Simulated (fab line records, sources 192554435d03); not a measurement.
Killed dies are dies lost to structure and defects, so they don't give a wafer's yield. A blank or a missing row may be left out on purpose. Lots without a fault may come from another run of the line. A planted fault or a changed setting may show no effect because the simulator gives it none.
A struck lot beside a sound one | flow n5_finfet | 34 steps out of a route of 1938
Sound: wafers L416.2, L416.4, L416.5. Struck: wafers L422.1, L422.5. (L422.2 of the same lot was not struck and is left out.) The cause comes at the end.
At each step with rows: each side's tool, then ch and its chambers, then its first start. Under that, the readings that differ: sound wafers | struck wafers | difference of the means | sigmas: that difference in standard deviations of wafers without a fault.
alike: readings whose means differ by less than 2 such deviations, and words and numbers that are the same on both sides. not compared: withheld readings, readings that some wafer has no value for, bounds like >300 that may hide the same value, and numbers for which the record gives no deviation and whose values overlap.
The two part at a step that has a row with sigmas, a row that says differs or no value, or rows on one side only. Numbers that don't overlap but have no deviation are shown without sigmas and don't part them. A reading that every wafer of one side lacks parts them only if that side has two wafers or more.

first, 10 steps without rows for these wafers: N5_BEOL_M7_STRIP_80 (strips in N2/H2, time 10 s); N5_BEOL_M7_HM_STRIP_39 (strips TiN in peroxide tin strip, target depth 25 nm, time 158 s); N5_BEOL_M7_SRD_40 (time 30 s); N5_BEOL_M7_PRECLEAN_42 (cleans in residue remover, time 60 s); N5_BEOL_M7_SRD_43 (time 30 s); N5_BEOL_M7_CURE_75 (cures SiCOH lowk, time 120 s); N5_BEOL_M7_DEGAS_44 (time 60 s); N5_BEOL_M7_PRE_CLEAN_45 (time 30 s); N5_BEOL_M7_ALD_77 (deposits TaN, target thk 2 nm, pulse time 2 s, purge time 3 s); N5_BEOL_M7_SURFACE_TREAT_79.
N5_BEOL_M7_CVD_78: deposits Co from CCTBA/H2, target thk 2 nm, time 142.3 s.
  sound on cvd_co-01 ch 0,2, day 11 20:54; struck on cvd_co-01 ch 1,2, day 13 05:24
then, 22 steps without rows for these wafers: N5_BEOL_M7_SPUTTER_48 (material Cu, target thk 10 nm, time 1.667 s); N5_BEOL_M7_ECD_50 (material Cu, target thk 300 nm); N5_BEOL_M7_ANNEAL_51 (time 90 s); N5_BEOL_M7_CMP_52 (polishes, stops on SiCOH lowk, t overpolish 6.9 s, target thk 80 nm); N5_BEOL_M7_PRE_CLEAN_55 (time 15 s); N5_BEOL_M7_DEP_56 (deposits SiCN from 3MS/NH3, target thk 10 nm, time 17.5 s); N5_BEOL_M8_ILD_DEP_00 (deposits SiCOH lowk from DEMS/porogen, target thk 179.75 nm, time 33.4 s); N5_BEOL_M8_CURE_74 (cures SiCOH lowk, time 240 s); N5_BEOL_M8_PECVD_70 (deposits SiO2 from TEOS/O2, target thk 20 nm, time 22.7 s); N5_BEOL_M8_HM_DEP_02 (deposits TiN, target thk 20 nm); N5_BEOL_M8_COAT_59 (time 60 s, resist thk 100 nm); N5_BEOL_M8_COAT_60 (time 60 s, resist thk 35 nm); N5_BEOL_M8_COAT_05 (resist thk 90 nm); N5_BEOL_M8_EBR_07; N5_BEOL_M8_SOFTBAKE_06 (time 60 s); N5_BEOL_M8_EXPOSE_08 (exposes mask M8); N5_BEOL_M8_PEB_09 (peb time 60 s); N5_BEOL_M8_DEVELOP_10 (develop time 30 s); N5_BEOL_M8_DESCUM_16 (chemistry O2, time 7.9 s); N5_BEOL_M8_ETCH_61 (etches SiARC in CF4, target depth 45.5 nm, time 75.8 s); N5_BEOL_M8_ETCH_62 (etches SOC in N2/H2, target depth 110 nm, overetch 22 nm, time 165 s); N5_BEOL_M8_STRIP_68 (strips in N2/H2).
-- the record jumps here: 3 days lie between the struck wafers' starts before and after (it left off in module BEOL_M8 and takes up again in module PASSIVATION, whose first step shown is number 1936 of the route) --
N5_PASSIVATION_PROBE_49:
  the record has rows for the struck wafers here (prober-02, day 16 12:32) and none for the sound ones

WHERE THEY PART
Only at N5_PASSIVATION_PROBE_49, within this record.

WHY: what the simulator had put in
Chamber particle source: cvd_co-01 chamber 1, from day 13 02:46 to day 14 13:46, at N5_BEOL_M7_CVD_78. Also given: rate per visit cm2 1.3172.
